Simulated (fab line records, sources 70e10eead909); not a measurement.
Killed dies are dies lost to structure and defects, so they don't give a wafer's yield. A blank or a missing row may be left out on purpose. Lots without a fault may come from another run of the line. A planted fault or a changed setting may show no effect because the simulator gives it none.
fab line records | flow nand_harc
record lots=5 wafers=15 last_day=29
route steps=1302 shown P_GATE@170 END@1302
lots that met no fault: from a run of the same line without faults
start_h: hours from the record's first day to the start of the lot's first wafer shown | wait_h: hours since the lot's step before | " the same as in the row above | L1.1+2: a row that stands for several wafers | - no value, or no start given | * or withheld: withheld | < > ~ a bound
route shown NAME@n: a module of which the file shows steps, and the number in the route of the first | usual: mean/standard deviation of fault-free wafers | same: alike in all rows | chamber/n: place in a boat | sites: the reading at each site | _std_site: their standard deviation | _edge_site: outer sites' mean less inner sites' | radius_mm: how far each site lies from the wafer's centre | mask NAME#n: copy n | behind: the tool/chamber that last shaped the wafer | hold: why the lot was held/for how many hours/how that ended | device: the transistor (n, p or np) that didn't switch | end of line: the same wafers' tests at the end of the route | a step without rows: its recipe alone | killed: dies lost to structure and defects at the first sort, not the wafer's yield | map: a wafer's dies, x killed, . not, _ none there
set.NAME: the setting as run; set.NAME@STEP: as run at that earlier step | model.NAME: the simulator's own value behind a step, which no gauge read
lots at some steps of the route; a table a step, a row a wafer
services: from which hour (start_h, from the record's first day; less than 0 if before it) a tool's chamber was out of use, for how many hours, and why
## steps
# step NHARC_P_GATE_CD_MEAS_46
# recipe target_cd_nm=720 landing_energy_ev=500
# usual cd_nm=719.6/1.9
# columns lot.wafer tool chamber start_h wait_h cd_nm
L666.3 cd_sem-01 0 124.26 - 722.5
L666.4 " 0 " " 722.9
L666.6 " 0 " " 722.1
L674.2 cd_sem-01 0 200.47 - 717.8
L674.4 " 0 " " 718.9
L674.6 " 0 " " 718.4
L676.2 cd_sem-02 0 226.04 - 718.7
L676.3 " 0 " " 717.8
L676.4 " 0 " " 716.5
L678.2 cd_sem-03 0 253.07 - 718.1
L678.3 " 0 " " 721.8
L678.5 " 0 " " 718.2
L679.1 cd_sem-03 0 253.38 - 717.8
L679.4 " 0 " " 715.5
L679.5 " 0 " " 720.4
# step NHARC_P_GATE_HARDBAKE_47
# recipe temp_c=125 time_s=80
# step NHARC_P_GATE_DESCUM_48
# recipe time_s=3 o2_flow_sccm=200 ar_flow_sccm=0 bias_power_w=0 chemistry=O2
# usual drypump_motor_current_A=5.7/0.53 oes_product_au=1.001/0.011 rf_vpp_V=57.9/0.86 showerhead_plenum_p_Torr=1.95/0.081 throttle_valve_pct=11.311/0.0089
# columns lot.wafer tool chamber start_h wait_h drypump_motor_current_A oes_product_au rf_hours_counter_h rf_vpp_V showerhead_plenum_p_Torr throttle_valve_pct
L666.3 rie_diel-12 1 124.41 - 5.0 0.987 1.9 56.9 1.95 11.315
L666.4 " 3 " " 5.7 1.004 1.7 57.8 2.03 11.298
L666.6 " 2 " " 5.4 0.998 - 57.5 1.83 11.308
L674.4 rie_diel-12 0 200.63 - 6.4 1.008 6.6 58.9 2.03 11.304
L674.2 " 1 " " 5.0 0.979 5.8 58.2 1.95 11.324
L674.6 " 1 " " 5.0 0.993 - 59.0 1.95 11.308
L676.3 rie_diel-12 1 226.20 - 5.0 0.989 6.9 57.3 1.95 11.319
L676.4 " 2 " " 5.4 1.011 6.1 56.3 1.83 11.316
L676.2 " 0 " " 6.4 1.000 8.2 58.9 2.03 11.322
L678.3 rie_diel-07 2 253.23 - 6.3 1.017 5.8 57.0 1.90 11.308
L678.2 " 0 " " 6.3 1.002 7.6 56.8 1.86 11.314
L678.5 " 2 " " 6.2 1.025 - 57.9 1.90 11.317
L679.1 rie_diel-12 0 253.56 - 6.4 0.992 8.8 57.7 2.03 11.325
L679.5 " 2 " " 5.4 1.016 - 57.5 1.83 11.308
L679.4 " 1 " " 5.0 0.994 - 59.1 1.95 11.314
# step NHARC_P_GATE_IMPLANT_49
# recipe energy_kev=30 dose_cm2=3e+15 tilt_deg=7
# step NHARC_P_GATE_STRIP_111
# recipe power_w=1500 temp_c=110 time_s=250 chemistry=N2/H2
# usual drypump_motor_current_A=5.5/0.54 heater_power_w=91/7.3
# columns lot.wafer tool chamber start_h wait_h drypump_motor_current_A heater_power_w rf_hours_counter_h
L666.4 plasma_asher-01 0 124.88 0.2 5.8 86 -
L666.3 " 1 " " 4.7 100 -
L666.6 " 0 " " 5.8 85 -
L674.2 plasma_asher-02 0 201.00 0.2 6.1 92 24
L674.4 " 1 " " 5.5 86 -
L674.6 " 1 " " 5.5 85 -
L676.2 plasma_asher-01 0 226.62 0.2 5.8 86 11
L676.4 " 1 " " 4.7 103 -
L676.3 " 0 " " 5.8 87 -
L678.2 plasma_asher-01 1 253.59 0.2 4.7 105 16
L678.3 " 0 " " 5.8 88 -
L678.5 " 1 " " 4.7 102 -
L679.1 plasma_asher-01 0 253.96 0.2 5.8 88 16
L679.4 " 0 " " 5.8 88 -
L679.5 " 1 " " 4.7 102 -
# step NHARC_P_GATE_STRIP_75
# recipe power_w=1500 temp_c=250 chemistry=O2
# usual drypump_motor_current_A=5.5/0.54 heater_power_w=341/27
# columns lot.wafer tool chamber start_h wait_h drypump_motor_current_A heater_power_w rf_hours_counter_h
L666.4 plasma_asher-01 0 125.11 0.2 5.8 318 -
L666.3 " 1 " " 4.7 368 -
L666.6 " 0 " " 5.8 323 -
L674.2 plasma_asher-02 0 201.30 0.3 6.1 337 24
L674.4 " 1 " " 5.5 328 -
L674.6 " 1 " " 5.5 316 -
L676.2 plasma_asher-01 0 226.88 0.2 5.8 329 12
L676.4 " 1 " " 4.7 389 -
L676.3 " 0 " " 5.8 323 -
L678.2 plasma_asher-01 1 253.89 0.3 4.7 386 16
L678.3 " 0 " " 5.8 328 -
L678.5 " 1 " " 4.6 376 -
L679.1 plasma_asher-01 0 254.26 0.2 5.8 333 17
L679.4 " 0 " " 5.8 335 -
L679.5 " 1 " " 4.7 388 -
# step NHARC_P_GATE_STRIP_50
# recipe time_s=900 temp_c=130 chemistry=SPM
# step NHARC_P_GATE_DEHYDRATE_51
# recipe temp_c=150 time_s=120
# step NHARC_P_GATE_HMDS_52
# recipe time_s=30
# step NHARC_P_GATE_COAT_53
# recipe spin_rpm=3000
# step NHARC_P_GATE_SOFTBAKE_54
# recipe temp_c=122 time_s=95
# step NHARC_P_GATE_EBR_55
# step NHARC_P_GATE_EXPOSE_56
# recipe na=0.6 target_cd_nm=720 dose_mj=14.81 mask_id=P_PSD
# usual reticle_temp_C=23.00/0.1 stage_vel_mm_s=500.00/0.22
# columns lot.wafer tool chamber start_h wait_h mask reticle_temp_C stage_vel_mm_s
L666.3 krf_scanner-02 0 125.86 - P_PSD#0 23.09 500.50
L666.4 " 0 " " P_PSD#0 23.04 499.97
L666.6 " 0 " " P_PSD#0 22.95 500.37
L674.2 krf_scanner-01 0 202.07 - P_PSD#0 23.02 500.05
L674.4 " 0 " " P_PSD#0 22.94 499.75
L674.6 " 0 " " P_PSD#0 22.96 499.74
L676.2 krf_scanner-01 0 227.64 - P_PSD_R1#0 23.01 499.71
L676.3 " 0 " " P_PSD_R1#0 23.15 499.64
L676.4 " 0 " " P_PSD_R1#0 23.22 499.88
L678.2 krf_scanner-01 0 254.54 - P_PSD#0 23.09 499.81
L678.3 " 0 " " P_PSD#0 23.06 500.16
L678.5 " 0 " " P_PSD#0 23.21 499.91
L679.1 krf_scanner-01 0 254.90 - P_PSD#0 23.01 500.44
L679.4 " 0 " " P_PSD#0 22.89 500.24
L679.5 " 0 " " P_PSD#0 22.96 499.99
# step NHARC_P_GATE_PEB_57
# recipe peb_temp_c=118 peb_time_s=85
# step NHARC_P_GATE_DEVELOP_58
# recipe time_s=70
# step NHARC_P_GATE_CD_MEAS_59
# recipe target_cd_nm=720 landing_energy_ev=500
# usual cd_nm=719.7/2
# columns lot.wafer tool chamber start_h wait_h cd_nm
L666.3 cd_sem-01 0 126.01 - 719.2
L666.4 " 0 " " 719.1
L666.6 " 0 " " 718.4
L674.2 cd_sem-01 0 202.22 - 721.5
L674.4 " 0 " " 718.5
L674.6 " 0 " " 719.0
L676.2 cd_sem-01 0 227.80 - 809.6
L676.3 " 0 " " 811.6
L676.4 " 0 " " 812.4
L678.2 cd_sem-03 0 254.69 - 722.3
L678.3 " 0 " " 717.3
L678.5 " 0 " " 720.8
L679.1 cd_sem-02 0 255.05 - 719.8
L679.4 " 0 " " 718.4
L679.5 " 0 " " 718.1
# step NHARC_P_GATE_HARDBAKE_60
# recipe temp_c=125 time_s=80
# step NHARC_END_SORT_01
# recipe temp_c=25
# usual killed_at_array=41/10 killed_at_other=0.8/0.91 killed_at_periphery=4.2/2.9 killed_dies=46/10 killed_open=3.5/2.1 killed_short=2.5/1.6
# same gross_dies=677
# columns lot.wafer tool chamber start_h wait_h killed_at_array killed_at_other killed_at_periphery killed_dies killed_open killed_short
L676.2 prober-02 0 673.65 2.8 31 1 38 70 2 0
L676.3 prober-02 0 674.44 3.1 29 1 37 67 5 2
L676.4 prober-02 0 675.24 3.4 40 1 46 87 4 0
# killed by level:class
L676.2 P_GATE:area_expose=36 A_CHANNEL_HOLE_D1:chamber_film_flake=16 A_CHANNEL_HOLE_D2:chamber_film_flake=9 A_WL_FILL:chamber_film_flake=3 A_CHANNEL_HOLE_D1:unspecified=2 P_CONTACT:geometric_particle:open=1 A_CHANNEL_FILL_D2:geometric_particle:open=1 P_STI:chamber_film_flake=1
L676.3 P_GATE:area_expose=33 A_CHANNEL_HOLE_D1:chamber_film_flake=13 A_CHANNEL_HOLE_D2:chamber_film_flake=11 P_CONTACT:geometric_particle:short=1 P_CONTACT:geometric_particle:open=1 P_M0:geometric_particle:open=1 P_M1:geometric_particle:open=1 A_CHANNEL_FILL_D1:geometric_particle:short=1
L676.4 P_GATE:area_expose=46 A_CHANNEL_HOLE_D1:chamber_film_flake=19 A_CHANNEL_HOLE_D2:chamber_film_flake=11 A_CHANNEL_HOLE_D1:unspecified=4 A_CHANNEL_FILL_D2:geometric_particle:open=2 A_WL_FILL:chamber_film_flake=2 A_SGD_CUT:geometric_particle:open=1 A_M1:geometric_particle:open=1
# map L676.4 (x killed, . not)
____________.____________
_________......._________
_______.xx..x..x.x_______
______.....x.......______
_____x.x........x.x._____
____................x____
____................x____
___.x..............x..___
___...................___
__......x..............__
__...x.................__
_x......................_
_.....................xx_
_......................x_
_......................._
_x......................_
x..........x...........x.
.......x................x
xx....................xx.
x.....................xxx
x...................x.xxx
_...............x....xx._
_x....x...............xx_
_xxx................xx.x_
_.x.x...............x.xx_
_xx..x...............x.x_
__x...............x.x..__
__..................x..__
___x..x..............x___
___...x...............___
____.x..............x____
____..x..............____
_____.xxx...x......x_____
______....x.x.....x______
_______......x...x_______
_________x.x..x._________
____________x____________
# map L674.2 (x killed, . not)
____________x____________
_________.xxxxx._________
_______.x....xx..._______
______.x.xxx.x.x...______
_____....x.xx......._____
____.................____
____................x____
___....x...x..........___
___...................___
__..............x......__
__.....................__
_......................._
_...........x..........._
_......................._
_..........x............_
_......................._
............x............
x........................
.........................
..............x.x........
.x.......................
_...........x..x........_
_.x..................x.._
_xx..............x......_
_......................._
_.................x....._
__.x.....x.............__
__x............x.......__
___....x..............___
___.x..........x......___
____.................____
____.................____
_____.............x._____
______.............______
_______........x.._______
_________....x.x_________
____________.____________
## services
# columns tool chamber start_h hours kind
rie_diel-12 0 100.68 - clean
rie_diel-12 1 100.68 - clean
rie_diel-12 2 100.68 - clean
rie_diel-12 3 100.68 - clean
rie_diel-07 0 115.27 13.6 repair
rie_diel-07 - 117.20 9.0 pm
krf_scanner-02 - 120.81 3.5 repair
rie_diel-07 3 130.02 8.9 repair
rie_diel-12 3 137.92 6.4 repair
krf_scanner-01 - 140.02 4.0 pm
krf_scanner-02 - 155.82 0.5 repair
plasma_asher-01 - 165.00 9.0 pm
plasma_asher-01 0 165.00 9.0 vent_cycle
plasma_asher-01 1 165.00 9.0 vent_cycle
plasma_asher-01 0 174.00 - clean
plasma_asher-01 1 174.00 - clean
rie_diel-12 3 180.21 3.2 repair
rie_diel-07 - 184.74 0.2 repair
rie_diel-07 1 195.37 10.8 repair
krf_scanner-02 - 199.66 0.7 repair
rie_diel-07 - 219.17 0.3 repair
rie_diel-07 1 234.92 8.7 repair
rie_diel-12 3 248.83 7.0 repair
plasma_asher-02 - 249.00 9.0 pm
## key
first_sign step=NHARC_P_GATE_EXPOSE_56 reading=mask direction=changed
effect step=NHARC_P_GATE_CD_MEAS_59 reading=cd_nm direction=up sigmas=46 usual=719.7 struck=811.2
effect step=NHARC_END_SORT_01 reading=killed_at_periphery direction=up sigmas=12 usual=4.2 struck=40.3
more_kills_born_at NHARC_P_GATE_EXPOSE_56@krf_scanner-01=115
met_at NHARC_P_GATE_EXPOSE_56
struck_wafers L676.2,L676.3,L676.4
tester_left_out L676
onset_between 202.07 227.64
fault kind=wrong_mask tool=any chamber=- onset_h=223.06 steps=NHARC_P_GATE_EXPOSE_56 aux_copy=P_PSD_R1#0 cd_offset_nm=91.085 scope=struck_lots_only
# tester_left_out: of these lots the tester's yield and bins aren't shown, on N5 and GAA mostly nor the transistor test; their killed dies are dies lost to structure and defects alone, not to doping, threshold or leakage, so they don't give the yield
